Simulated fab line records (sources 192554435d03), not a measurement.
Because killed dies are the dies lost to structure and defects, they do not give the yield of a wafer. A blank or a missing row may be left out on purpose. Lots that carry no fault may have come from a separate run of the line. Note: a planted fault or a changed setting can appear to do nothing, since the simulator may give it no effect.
Which tool is to blame? | flow n5-finfet | at 1 step of a route of 1938, 12 lots with 36 wafers sampled

== WHAT THE GAUGES READ, wafer by wafer ==
N5_MOL_CONTACT_COAG_INSPECT_57: inspects for defects (brightfield).
lot  | measured     | on                | raw-defect-count
L075 | day 5 12:13  | defect-inspect-02 | 206 239 191
L077 | day 5 22:14  | defect-inspect-02 | 175 260 214
L079 | day 6 09:57  | defect-inspect-02 | 150 102 234
L081 | day 7 04:50  | defect-inspect-02 | 267 243 282
L083 | day 7 12:15  | defect-inspect-01 | 152 173 160
L086 | day 8 04:55  | defect-inspect-01 | 215 204 201
L087 | day 8 13:33  | defect-inspect-02 | 220 219 157
L089 | day 8 22:31  | defect-inspect-01 | 130 162 137
L091 | day 9 06:46  | defect-inspect-02 | 273 212 318
L093 | day 9 20:18  | defect-inspect-02 | 170 212 238
L095 | day 10 06:29 | defect-inspect-02 | 131 196 134
L097 | day 10 17:31 | defect-inspect-02 | 180 166 178

== WHICH TOOL RAN EACH LOT (tool, then ch and the chambers of the sampled wafers, then the start) ==
The record shows no process step preceding these readings.

== THE ANSWER, worked out from the rows above alone ==
Rule: usual is defined by the lots themselves. Put in order of their means at a reading, lots are off if they are a third of the lots or fewer, leave a main group of 4 or more, and stand apart from it by a gap of 3 or more times the standard deviation of the main group's means; of several such gaps the widest counts. Not used: any main group whose means are identical at the precision the tables above print for the reading. Also off: a lot with no number at a reading for which 4 or more lots have one. All remaining lots with rows at the step are treated as sound.
No lot is off on any of the readings shown, so nothing can be concluded from this.

== WHAT THE SIMULATOR PUT IN ==
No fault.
